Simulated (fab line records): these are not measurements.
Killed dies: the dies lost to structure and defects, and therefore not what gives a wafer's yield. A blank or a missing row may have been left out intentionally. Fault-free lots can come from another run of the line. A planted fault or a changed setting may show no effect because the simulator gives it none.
fab line records	flow n5_finfet
[record] lots = 5	wafers = 13	last_day = 19
route steps=1938 shown BEOL_M15@1807 PASSIVATION@1936
lots with no fault: from the same line, run without faults
start_h: the number of hours between the record's first day and the start of the first shown wafer of the lot	wait_h: time in hours since the lot's previous step	" as in the row above	L1.1+2: a row that stands for several wafers	- either no value or no given start	* or withheld: withheld	< > ~ a bound
route shown NAME@n: names a module that has steps shown in the file, with the first one's number in the route	usual: the fault-free wafers' mean and standard deviation	same: alike in all rows	chamber/n: place in a boat	sites: readings site by site	_std_site: standard deviation of those values	_edge_site: mean of outer sites minus mean of inner sites	radius_mm: how far each site lies from the wafer's centre	mask NAME#n: copy n	behind: tool/chamber where the wafer was last shaped	hold: what put the lot on hold/how long, in hours/how the hold closed	device: transistor that didn't switch, given as n, p or np	end of line: the route-end tests of the same wafers	where a step has no rows: the recipe by itself	killed: not the wafer's yield, but the dies lost to structure and defects at the first sort	map: a wafer's dies, marking killed ones x, the rest . and places with no die _
set.NAME: the setting as run; set.NAME@STEP: as run at that earlier step	model.NAME: the simulator's own value behind a step, which no gauge read
certain route steps with their lots: each step a table, each wafer a row
services: when a tool's chamber went out of use (start_h, in hours from the record's first day, below 0 if earlier), for how many hours, and the reason
[[steps]]
[step N5_BEOL_M15_DESCUM_33]
[recipe] chemistry = O2	time_s = 7.9	source_power_w = 50	bias_power_w = 20	pressure_mtorr = 20	rf_frequency_hz = 2.712e+07	temp_c = 40	o2_flow_sccm = 225
[usual] drypump_motor_current_A = 5.6/0.39	oes_product_au = 0.78/0.078	rf_fwd_power_W = 49.32/0.27	rf_vpp_V = 243.0/1.1	showerhead_plenum_p_Torr = 2.08/0.06	temp_c = 40.00/0.11	throttle_valve_pct = 20.43/0.22
lot.wafer	tool	chamber	start_h	wait_h	drypump_motor_current_A	oes_product_au	rf_fwd_power_W	rf_hours_counter_h	rf_vpp_V	showerhead_plenum_p_Torr	temp_c	throttle_valve_pct
L899.2	rie_diel-06	3	302.75	0.6	5.7	0.70	49.02	219	245.3	2.17	39.96	20.70
L899.4	"	0	"	"	5.2	0.76	48.92	-	242.6	2.01	40.05	20.68
L899.6	"	3	"	"	5.7	0.69	49.12	-	242.9	2.17	39.94	20.69
L902.2	rie_diel-02	3	326.88	0.0	5.6	0.85	49.13	41	243.5	2.03	40.08	20.16
L902.4	"	1	"	"	5.6	0.79	49.71	91	242.1	2.02	39.96	20.46
L902.5	"	1	"	"	5.6	0.79	49.62	-	243.7	2.02	39.91	20.45
L907.3	rie_diel-05	0	360.53	0.1	5.3	0.80	49.37	133	242.4	2.01	40.13	20.14
L907.6	"	1	"	"	5.6	0.97	49.15	-	246.7	2.14	40.04	20.11
L912.1	rie_diel-05	1	395.90	0.7	5.6	0.91	49.11	14	245.1	2.13	39.89	20.14
L912.5	"	1	"	"	5.6	0.92	49.10	-	244.9	2.13	39.79	20.13
L918.2	rie_diel-05	3	445.18	0.3	5.1	0.84	49.54	60	242.3	2.04	40.00	20.50
L918.4	"	0	"	"	5.2	0.77	49.42	160	242.1	2.00	40.06	20.19
L918.6	"	0	"	"	5.2	0.76	49.51	-	243.1	2.00	39.81	20.19
[step N5_BEOL_M15_ETCH_61]
[recipe] chemistry = N2/H2	target = BARC	target_depth_a = 890	overetch_a = 267	time_s = 67.9	ion_energy_ev = 200	pressure_mtorr = 30	source_w = 840	bias_w = 150	n2_flow_sccm = 200	h2_flow_sccm = 200
[usual] drypump_motor_current_A = 5.6/0.39	oes_product_au = 0.67/0.064	rf_fwd_power_W = 832/3.2	rf_vpp_V = 523.4/2	showerhead_plenum_p_Torr = 2.53/0.073	throttle_valve_pct = 17.88/0.25
lot.wafer	tool	chamber	start_h	wait_h	drypump_motor_current_A	oes_product_au	rf_fwd_power_W	rf_hours_counter_h	rf_vpp_V	showerhead_plenum_p_Torr	throttle_valve_pct
L899.2	rie_diel-06	3	302.79	0.0	5.6	0.60	829	219	526.4	2.62	18.06
L899.4	"	0	"	"	5.1	0.65	831	-	521.2	2.45	18.19
L899.6	"	3	"	"	5.6	0.61	826	-	526.6	2.62	18.06
L902.2	rie_diel-02	3	326.92	0.0	5.6	0.73	831	41	522.4	2.49	17.81
L902.4	"	1	"	"	5.6	0.68	834	91	522.4	2.48	17.99
L902.5	"	1	"	"	5.7	0.68	836	-	521.3	2.48	17.98
L907.3	rie_diel-05	0	360.56	0.0	5.2	0.68	835	133	521.4	2.43	17.39
L907.6	"	1	"	"	5.6	0.83	829	-	526.4	2.61	17.55
L912.1	rie_diel-05	1	395.93	0.0	5.6	0.80	835	14	524.8	2.60	17.56
L912.5	"	1	"	"	5.6	0.79	833	-	526.9	2.60	17.58
L918.2	rie_diel-05	3	445.22	0.0	5.1	0.72	834	60	523.7	2.46	17.88
L918.4	"	0	"	"	5.3	0.65	832	160	520.9	2.42	17.44
L918.6	"	0	"	"	5.3	0.65	833	-	520.9	2.42	17.44
[step N5_BEOL_M15_TRENCH_ETCH_34]
[recipe] chemistry = C4F8/O2/Ar	target = SiO2	target_depth_a = 8729.3	he_inner_torr = 15	he_outer_torr = 30	time_s = 199	ion_energy_ev = 800	pressure_mtorr = 20	source_w = 1905	bias_w = 2040	Ar_flow_sccm = 400	C4F8_flow_sccm = 16	O2_flow_sccm = 12
[usual] C4F8_flow_sccm = 16.00/0.046	drypump_motor_current_A = 5.6/0.39	he_inner_torr = 15.001/0.028	oes_product_au = 0.78/0.081	rf_fwd_power_W = 1900/6.3	rf_vpp_V = 2227/36	showerhead_plenum_p_Torr = 3.42/0.09	throttle_valve_pct = 30.9/0.33
lot.wafer	tool	chamber	start_h	wait_h	C4F8_flow_sccm	drypump_motor_current_A	he_inner_torr	oes_product_au	rf_fwd_power_W	rf_hours_counter_h	rf_vpp_V	showerhead_plenum_p_Torr	throttle_valve_pct
L899.2	rie_diel-06	3	302.84	0.0	15.98	5.6	14.978	0.68	1896	219	2211	3.52	30.9
L899.4	"	0	"	"	16.03	5.2	15.010	0.76	1905	-	2273	3.33	31.3
L899.6	"	3	"	"	15.95	5.6	14.995	0.69	1899	-	2211	3.52	30.9
L902.2	rie_diel-02	3	326.97	0.0	15.98	5.6	14.981	0.88	1899	41	2205	3.33	30.6
L902.4	"	1	"	"	15.96	5.6	14.989	0.79	1901	91	2169	3.32	30.7
L902.5	"	1	"	"	16.04	5.6	14.987	0.79	1905	-	2170	3.32	30.8
L907.3	rie_diel-05	0	360.61	0.0	16.00	5.3	15.038	0.78	1903	133	2170	3.35	30.8
L907.6	"	1	"	"	16.05	5.6	15.011	0.99	1895	-	2226	3.50	30.6
L912.1	rie_diel-05	1	395.99	0.0	16.05	5.6	14.984	0.94	1908	15	2227	3.49	30.6
L912.5	"	1	"	"	16.06	5.6	15.003	0.94	1896	-	2228	3.49	30.6
L918.2	rie_diel-05	3	445.27	0.0	16.07	5.1	14.961	0.85	1906	60	2222	3.38	31.3
L918.4	"	0	"	"	16.04	5.2	15.025	0.77	1902	160	2169	3.33	30.8
L918.6	"	0	"	"	15.99	5.2	15.045	0.76	1895	-	2167	3.33	30.8
[step N5_BEOL_M15_STRIP_36]
[recipe] chemistry = O2	power_w = 600	temp_c = 60	pressure_mtorr = 30	rf_frequency_hz = 6e+07	bias_power_w = 0	overash_fraction = 0.3	o2_flow_sccm = 225
[usual] drypump_motor_current_A = 5.6/0.43	oes_product_au = 0.78/0.085	rf_vpp_V = 3.5/0.95	showerhead_plenum_p_Torr = 2.08/0.06	temp_c = 60.01/0.12	throttle_valve_pct = 16.69/0.23
lot.wafer	tool	chamber	start_h	wait_h	drypump_motor_current_A	oes_product_au	rf_hours_counter_h	rf_vpp_V	showerhead_plenum_p_Torr	temp_c	throttle_valve_pct
L899.2	rie_diel-02	2	303.12	0.1	6.0	0.72	196	2.7	2.09	59.98	16.77
L899.4	"	3	"	"	5.6	0.86	34	2.9	2.03	60.00	16.36
L899.6	"	1	"	"	5.7	0.81	-	3.9	2.02	59.82	16.69
L902.2	rie_diel-06	2	328.84	1.7	5.6	0.71	220	3.8	2.15	59.91	16.73
L902.4	"	1	"	"	6.5	0.94	6	1.9	2.06	60.07	16.38
L902.5	"	2	"	"	5.6	0.72	-	3.0	2.15	59.88	16.74
L907.3	rie_diel-06	1	361.70	0.9	6.5	0.91	14	3.3	2.06	60.13	16.43
L907.6	"	1	"	"	6.5	0.91	-	5.3	2.06	60.01	16.43
L912.1	rie_diel-06	3	398.82	2.6	5.6	0.66	247	2.1	2.16	60.01	17.01
L912.5	"	0	"	"	5.2	0.74	-	4.7	2.00	60.11	16.95
L918.2	rie_diel-06	2	448.61	3.2	5.7	0.98	0	5.1	2.14	59.91	16.28
L918.4	"	0	"	"	5.2	0.73	195	4.2	2.00	59.98	17.01
L918.6	"	2	"	"	5.7	0.98	-	2.4	2.14	59.93	16.29
[step N5_BEOL_M15_STRIP_62]
[recipe] chemistry = O2	power_w = 600	temp_c = 60	pressure_mtorr = 30	rf_frequency_hz = 6e+07	bias_power_w = 0	overash_fraction = 0.3	o2_flow_sccm = 225
[step N5_BEOL_M15_STRIP_37]
[recipe] chemistry = O2	power_w = 600	temp_c = 60	pressure_mtorr = 30	rf_frequency_hz = 6e+07	bias_power_w = 0	overash_fraction = 0.3	o2_flow_sccm = 225
[usual] drypump_motor_current_A = 5.6/0.43	oes_product_au = 0.78/0.085	rf_vpp_V = 3.7/0.67	showerhead_plenum_p_Torr = 2.08/0.06	temp_c = 60.00/0.13	throttle_valve_pct = 16.69/0.23
lot.wafer	tool	chamber	start_h	wait_h	drypump_motor_current_A	oes_product_au	rf_hours_counter_h	rf_vpp_V	showerhead_plenum_p_Torr	temp_c	throttle_valve_pct
L899.2	rie_diel-02	2	-	-	6.1	0.72	196	4.5	2.09	59.92	16.81
L899.4	"	3	"	"	5.6	0.86	34	4.7	2.03	60.20	16.37
L899.6	"	1	"	"	5.6	0.81	-	3.6	2.02	60.24	16.70
L902.2	rie_diel-06	2	-	-	5.6	0.71	220	3.1	2.15	59.94	16.73
L902.4	"	1	"	"	6.5	0.95	6	3.0	2.06	60.05	16.41
L902.5	"	2	"	"	5.6	0.70	-	3.2	2.15	60.14	16.71
L907.3	rie_diel-06	1	-	-	6.5	0.91	14	3.4	2.06	59.98	16.42
L907.6	"	1	"	"	6.5	0.92	-	3.2	2.06	60.05	16.40
L912.1	rie_diel-06	3	-	-	5.6	0.67	247	3.8	2.16	59.87	16.97
L912.5	"	0	"	"	5.1	0.75	-	4.1	2.00	60.14	16.99
L918.2	rie_diel-06	2	-	-	5.6	0.98	0	3.4	2.14	60.05	16.29
L918.4	"	0	"	"	5.2	0.72	195	3.3	2.00	59.91	17.02
L918.6	"	2	"	"	5.6	0.98	-	3.0	2.14	60.08	16.27
[step N5_BEOL_M15_ETCH_38]
[recipe] chemistry = CF4/N2	target = SiCN	target_depth_a = 1064	taper_deg = 2	time_s = 120.5	ion_energy_ev = 150	mask_material = SiO2	pressure_mtorr = 40	source_w = 430	bias_w = 70	Ar_flow_sccm = 100	cf4_flow_sccm = 60	n2_flow_sccm = 60
[step N5_BEOL_M15_PRECLEAN_39]
[recipe] chemistry = residue_remover	time_s = 60	temp_c = 40
[step N5_BEOL_M15_SRD_40]
[recipe] time_s = 30	temp_c = 23	rinse_liquid = diw	dry = n2_spin	spin_rpm = 1500	dry_time_s = 30
[step N5_BEOL_M15_DEGAS_41]
[recipe] ambient = vacuum	temp_c = 300	time_s = 60
[step N5_BEOL_M15_PRE_CLEAN_42]
[recipe] gas = H2/He	time_s = 30	temp_c = 300
[step N5_BEOL_M15_SPUTTER_43]
[recipe] material = TaN	target_thk_a = 150	temp_c = 50	bias_v = 168.6	power_w = 15000	chamber_pressure_pa = 0.12	time_s = 24.19
[usual] throttle_valve_pct = 30.3/1.2
lot.wafer	tool	chamber	start_h	wait_h	throttle_valve_pct	model.TaN_of_BEOL_M15_SPUTTER_43.thk_nm
L899.2	pvd_sputter-03	-	303.76	0.0	30.7	14.8
L899.4	"	-	"	"	28.9	14.8
L899.6	"	-	"	"	30.4	15
L902.2	pvd_sputter-03	-	329.63	0.0	31.0	15.2
L902.4	"	-	"	"	29.1	15
L902.5	"	-	"	"	30.2	15
L907.3	pvd_sputter-03	-	362.25	0.0	30.4	12.8
L907.6	"	-	"	"	31.0	14.8
L912.1	pvd_sputter-02	-	399.53	0.0	31.4	15.2
L912.5	"	-	"	"	28.5	14.8
L918.2	pvd_sputter-03	-	449.46	0.0	30.1	15.2
L918.4	"	-	"	"	31.1	15.4
L918.6	"	-	"	"	29.1	15.4
[step N5_BEOL_M15_SPUTTER_44]
[recipe] material = Ta	target_thk_a = 150	temp_c = 50	bias_v = 80	power_w = 15000	chamber_pressure_pa = 0.07	time_s = 24.19
[step N5_BEOL_M15_SPUTTER_45]
[recipe] material = Cu	target_thk_a = 1000	temp_c = -20	bias_v = 60	power_w = 26000	chamber_pressure_pa = 0.13	time_s = 16.67
[step N5_BEOL_M15_ECD_47]
[recipe] material = Cu	target_thk_a = 18600
[step N5_BEOL_M15_ANNEAL_48]
[recipe] temp_c = 225	time_s = 90	ambient = N2
[step N5_BEOL_M15_CMP_49]
[recipe] stop_on = SiO2	t_overpolish_s = 4.9	down_force_psi = 2	platen_rpm = 80	clearing_platen_down_force_psi = 2	clearing_platen_rpm = 80	post_cmp_clean = cu_alkaline	target_thk_nm = 850	clearing_platen_pad_velocity_m_s = 1.5917	pad_velocity_m_s = 1.5917
[usual] barrier_field_endpoint_s = 11.35/0.27	edge_zone_pressure_frac = 1.000/0.0047	motor_current_A = 7.8/0.54	pad_life_wafers = 1038/570
lot.wafer	tool	chamber	start_h	wait_h	barrier_field_endpoint_s	edge_zone_pressure_frac	motor_current_A	pad_life_wafers
L899.4	cmp-04	1	305.34	0.2	11.23	0.996	7.3	470
L899.2	"	2	"	"	11.08	0.995	6.6	471
L899.6	"	3	"	"	11.26	1.000	8.6	-
L902.2	cmp-01	0	330.44	0.2	11.52	0.996	7.7	2040
L902.4	"	1	"	"	11.44	0.995	7.8	2041
L902.5	"	1	"	"	11.37	0.995	7.3	-
L907.3	cmp-02	2	363.44	0.3	10.24	1.002	7.4	1185
L907.6	"	3	"	"	11.32	0.995	7.8	-
L912.1	cmp-01	0	400.47	0.3	11.96	1.008	8.3	498
L912.5	"	1	"	"	11.34	1.003	7.8	-
L918.4	cmp-02	1	450.33	0.2	12.08	1.001	8.0	1920
L918.2	"	0	"	"	11.71	1.012	7.8	1923
L918.6	"	2	"	"	11.32	1.008	7.6	-
[step N5_BEOL_M15_THK_MEAS_50]
[recipe] thk_meas_gauge = xrf	reads = Cu_of_BEOL_M15_ECD_47
[usual] M15_THK = 858/19
lot.wafer	tool	chamber	start_h	wait_h	M15_THK[nm]
L899.2	film_metro-02	-	305.56	-	813
L899.4	"	-	"	"	858
L899.6	"	-	"	"	810
L902.2	film_metro-01	-	330.74	-	897
L902.4	"	-	"	"	846
L902.5	"	-	"	"	849
L907.3	film_metro-02	-	363.62	-	860
L907.6	"	-	"	"	876
L912.1	film_metro-01	-	400.77	-	879
L912.5	"	-	"	"	886
L918.2	film_metro-02	-	450.62	-	856
L918.4	"	-	"	"	873
L918.6	"	-	"	"	865
[step N5_PASSIVATION_PROBE_49]
[usual] defect_limited_yield = 91.0/1.5	killed_at_M0_to_M3 = 35/11	killed_at_M4_up = 13/5	killed_at_contacts = 12/5.9	killed_at_front_end = 42/13	killed_at_other = 3/3.2	killed_dies = 106/18	killed_open = 69/13	killed_short = 35/8.9	sort_bin_5_function = 5.2/0.95	sort_bin_6_memory = 3.3/0.71	sort_bin_8_speed = 0.00/0.016	sort_n_pass = 1074/18	sort_yield_pct = 91.0/1.5
[same] gross_dies = 1180	killed_at_back_side = 0	sort_bin_4_leakage[%] = 0
lot.wafer	tool	chamber	start_h	wait_h	defect_limited_yield[%]	killed_at_M0_to_M3	killed_at_M4_up	killed_at_contacts	killed_at_front_end	killed_at_other	killed_dies	killed_open	killed_short	sort_bin_5_function[%]	sort_bin_6_memory[%]	sort_bin_8_speed[%]	sort_n_pass	sort_yield_pct[%]
L902.2	prober-01	-	344.95	0.1	88.0	34	21	12	74	1	142	98	44	6.9	4.4	0	1038	88.0
L902.4	prober-01	-	345.05	0.2	90.5	37	15	12	47	1	112	60	49	5.3	3.8	0	1068	90.5
L902.5	prober-01	-	345.10	0.2	93.2	11	13	12	43	1	80	50	28	3.9	2.8	0	1100	93.2
L912.1	prober-02	-	414.09	0.0	91.4	34	15	1	45	6	101	66	34	5.5	2.8	0	1079	91.4
L912.5	prober-02	-	414.29	0.2	91.4	27	16	8	48	3	102	67	30	5.0	3.1	0	1078	91.4
// killed by level:class
L902.2 STI_FIN_REVEAL:geometric_particle:open=29 BEOL_M2:geometric_particle:open=14 MOL_CONTACT_COAG:geometric_particle:open=10 FIN_SAQP:geometric_particle:short=9 BEOL_M3:geometric_particle:open=9 GATE_CUT:geometric_particle:short=9 FIN_SAQP:geometric_particle:open=8 STI_FIN_REVEAL:geometric_particle:short=5
L902.4 BEOL_M0_SAQP:geometric_particle:short=17 STI_FIN_REVEAL:geometric_particle:open=11 GATE_CUT:geometric_particle:short=11 MOL_CONTACT_COAG:geometric_particle:open=10 BEOL_M4:geometric_particle:open=6 GATE_CUT:geometric_particle:open=5 BEOL_M3:geometric_particle:open=5 FIN_SAQP:geometric_particle:short=4
L902.5 STI_FIN_REVEAL:geometric_particle:open=13 MOL_CONTACT_COAG:geometric_particle:open=9 GATE_CUT:geometric_particle:short=8 GATE_CUT:geometric_particle:open=6 BEOL_M2:geometric_particle:open=6 STI_FIN_REVEAL:geometric_particle:short=5 STARTING-WAFER:geometric_particle:short=5 BEOL_M1:geometric_particle:open=4
L912.1 FIN_SAQP:geometric_particle:open=17 BEOL_M3:geometric_particle:open=9 STI_FIN_REVEAL:geometric_particle:open=8 BEOL_M4:geometric_particle:open=7 FIN_SAQP:geometric_particle:short=5 BEOL_M0_SAQP:geometric_particle:short=5 BEOL_M3:geometric_particle:short=5 STARTING-WAFER:geometric_particle:short=5
L912.5 DUMMY_GATE:geometric_particle:open=11 FIN_SAQP:geometric_particle:open=10 FIN_SAQP:geometric_particle:short=8 MOL_CONTACT_COAG:geometric_particle:open=7 BEOL_M4:geometric_particle:open=7 BEOL_M0_SAQP:geometric_particle:open=6 BEOL_M0_SAQP:geometric_particle:short=5 BEOL_M3:geometric_particle:open=5
[[services]]
tool	chamber	start_h	hours	kind
rie_diel-06	-	295.07	0.1	repair
rie_diel-05	3	319.91	10.7	repair
rie_diel-02	1	328.63	4.6	repair
cmp-04	-	330.66	0.8	repair
cmp-01	-	334.09	4.0	pm
rie_diel-02	0	358.37	6.8	repair
cmp-04	-	358.70	1.1	repair
rie_diel-05	-	361.43	1.6	repair
rie_diel-02	-	370.37	2.8	pm
cmp-02	-	371.86	1.0	repair
rie_diel-06	3	406.45	-	clean
rie_diel-06	3	406.45	-	consumable_replace:focus_ring
rie_diel-06	3	406.45	24.5	scheduled_down
rie_diel-06	3	406.45	24.5	vent_cycle
rie_diel-06	1	410.30	9.1	repair
cmp-01	-	412.50	1.8	repair
cmp-04	-	418.41	1.2	repair
cmp-02	-	421.64	0.5	repair
cmp-01	-	423.86	6.1	pm
rie_diel-06	2	430.93	-	clean
rie_diel-06	2	430.93	-	consumable_replace:focus_ring
cmp-04	-	436.41	1.7	repair
cmp-04	-	446.92	17.9	pm
cmp-01	-	447.43	0.5	repair
[[key]]
[first_sign] step = N5_BEOL_M15_CMP_49	reading = barrier_field_endpoint_s	direction = down	sigmas = 4.1	usual = 11.35	struck = 10.24
effect none on later readings
[model_effect] step = N5_BEOL_M15_SPUTTER_43	value = TaN_of_BEOL_M15_SPUTTER_43.thk_nm	without = 14.8	struck = 12.8
met_at N5_BEOL_M15_SPUTTER_43
struck_wafers L907.3
onset_between 329.63 362.25
[fault] kind = process_parameter_drift	tool = pvd_sputter-03	chamber = -	onset_h = 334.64	steps = N5_BEOL_M15_SPUTTER_43	channel = time_s	offset = *	shape = step	end_h = 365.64	scope = struck_wafers_only	acts_in = *	stated = *
